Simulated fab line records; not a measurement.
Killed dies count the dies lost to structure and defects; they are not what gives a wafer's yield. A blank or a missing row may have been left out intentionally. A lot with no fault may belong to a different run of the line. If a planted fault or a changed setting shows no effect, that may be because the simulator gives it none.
Matching of chambers | flow nand harc | rie diel-13 running NHARC_A_CHANNEL_FILL_D2_ETCHBACK_20: 4 sister chambers
The step etches the open film in C4F8/O2/Ar, target depth 27 nm, time 13.5 s. 18 wafers are shown with their chamber, then 9 later ones without.

## WAFERS PAIRED WITH THEIR CHAMBERS
wafer  | chamber | rf vpp V (V) | oes product au (a.u.)
L076.1 | 3       | 976          | 1.014
L076.4 | 1       | 978          | 0.995
L076.5 | 2       | 971          | 1.002
L080.4 | 0       | 972          | 0.930
L080.5 | 2       | 971          | 0.924
L080.6 | 1       | 978          | 0.936
L082.1 | 1       | 977          | 0.995
L082.2 | 0       | 971          | 0.993
L082.4 | 2       | 970          | 0.997
L081.2 | 0       | 971          | 0.920
L081.4 | 3       | 975          | 0.929
L081.5 | 2       | 973          | 0.924
L085.4 | 2       | 970          | 1.000
L085.5 | 2       | 971          | 0.998
L085.6 | 3       | 976          | 1.004
L089.2 | 0       | 973          | 0.992
L089.4 | 1       | 978          | 0.992
L089.6 | 3       | 975          | 1.004

SIGNATURES (averages over the wafers above)
reading        | chamber 0 | chamber 1 | chamber 2 | chamber 3 | scatter within a chamber
rf vpp V       | 971.75    | 977.75    | 971.00    | 975.50    | 0.866
oes product au | 0.95875   | 0.97950   | 0.97417   | 0.98775   | 0.0372
Rule: for a wafer and a chamber, the distance is found by dividing, reading by reading, the gap between the wafer's reading and the chamber's mean by the reading's scatter, squaring, summing and taking the root. The wafer belongs to the nearest chamber; if the next one is less than 2 further off, it can't be placed. The scatter: the root of (the sum of the squares of (reading less its chamber's mean) over the shown wafers, divided by (wafers less chambers)).

## WAFERS WITHOUT THEIR CHAMBER
wafer  | rf vpp V (V) | oes product au (a.u.)
L092.1 | 972          | 0.989
L092.2 | 977          | 0.994
L092.4 | 969          | 0.995
L095.1 | 975          | 1.007
L095.2 | 972          | 1.001
L095.6 | 972          | 1.013
L097.1 | 971          | 0.993
L097.3 | 978          | 1.004
L097.4 | 975          | 0.998

## CHAMBER TAKEN BY EACH
wafer  | from the rows above     | in truth
L092.1 | can't be placed: 0 or 2 | 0
L092.2 | can't be placed: 1 or 3 | 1
L092.4 | can't be placed: 2 or 0 | 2
L095.1 | 3                       | 3
L095.2 | can't be placed: 0 or 2 | 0
L095.6 | can't be placed: 0 or 2 | 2
L097.1 | can't be placed: 2 or 0 | 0
L097.3 | 1                       | 1
L097.4 | 3                       | 3
3 of 9 placed correctly. Cannot be placed on the basis of these rows: 6; the candidates contain the true chamber in 6. Wrongly placed: 0.
